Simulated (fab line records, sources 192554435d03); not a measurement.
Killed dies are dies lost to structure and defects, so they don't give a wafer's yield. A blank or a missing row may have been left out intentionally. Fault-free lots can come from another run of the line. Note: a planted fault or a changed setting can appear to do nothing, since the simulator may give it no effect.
2 desks looking at one fault | flow n5_finfet | numbers are kept per desk, each desk with only its own; the story behind them comes last

## THE TOOL OWNER'S DESK: litho_track-01
The tool's own readings at N5_BEOL_M2_COAT_61 (time 60 s, resist thk 60 nm): means of the sampled wafers that have a number, for each lot that ran on this tool. A lot is out of limits, marked OUT, if its mean lies more than 4 standard deviations from the usual mean; the brackets give that distance.
Columns: A = exhaust_pa at N5_BEOL_M2_COAT_61, usual 44.9 Pa; B = spin_speed_rpm at N5_BEOL_M2_COAT_61, usual 1500.3 rpm
lot  | first seen here | A    | B
L827 | day 7 20:17     | 44.9 | 1500.0
L836 | day 10 18:59    | 44.4 | 1812.0 (+99 or more) OUT
L837 | day 10 19:13    | 45.5 | 1811.8 (+99 or more) OUT
This desk's finding: out of limits on L836, L837; first on L836, day 10 18:59 (spin_speed_rpm at N5_BEOL_M2_COAT_61). L827 stayed within limits.

## THE METROLOGY DESK
Means of the sampled wafers that have a number, per lot and without regard to the tool the lot ran on: this is what the gauges read. A lot is out of limits, marked OUT, if its mean lies more than 4 standard deviations from the usual mean; the brackets give that distance. Of its 10 readings 7 are shown: those that lie furthest out on some lot.
Columns: A = DIBL_N at N5_BEOL_M4_RC_MEAS_101, usual 35.8 mV/V; B = DIBL_P at N5_BEOL_M4_RC_MEAS_101, usual 36.0 mV/V; C = IOFF_N at N5_BEOL_M4_RC_MEAS_101, usual 0.151 nA/um; D = SS_N at N5_BEOL_M4_RC_MEAS_101, usual 71.5 mV/dec; E = SS_P at N5_BEOL_M4_RC_MEAS_101, usual 73.2 mV/dec; F = VT_N at N5_BEOL_M4_RC_MEAS_101, usual 251 mV; G = VT_P at N5_BEOL_M4_RC_MEAS_101, usual -250 mV
lot  | first seen here | A    | B    | C     | D    | E    | F   | G
L827 | day 9 14:10     | 37.4 | 38.1 | 0.177 | 71.7 | 73.9 | 248 | -250
L836 | day 11 21:12    | 36.1 | 35.2 | 0.137 | 71.1 | 72.8 | 253 | -254
L837 | day 12 12:42    | 35.0 | 35.8 | 0.141 | 71.0 | 72.8 | 251 | -248
L839 | day 12 13:17    | 34.2 | 34.2 | 0.138 | 71.2 | 73.1 | 251 | -251
This desk's verdict: no lot among the 4 shows anything out of limits.

## ALL TOGETHER
The tool owner's desk had the chance to raise an alarm at day 10 18:59 on L836, L837.
From the metrology desk's view, nothing was out of limits.
The metrology desk holds a record of L836, L837, inside its limits.
The lots listed all ran N5_BEOL_M2_COAT_61 on litho_track-01.

## WHAT THE SIMULATOR HAD PUT IN
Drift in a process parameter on litho_track-01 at N5_BEOL_M2_COAT_61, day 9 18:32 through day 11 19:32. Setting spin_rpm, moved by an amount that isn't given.
Lots struck among those shown: L836, L837.
Hours from the fault's start to each desk's first reading out of limits: the tool owner's desk, 24.
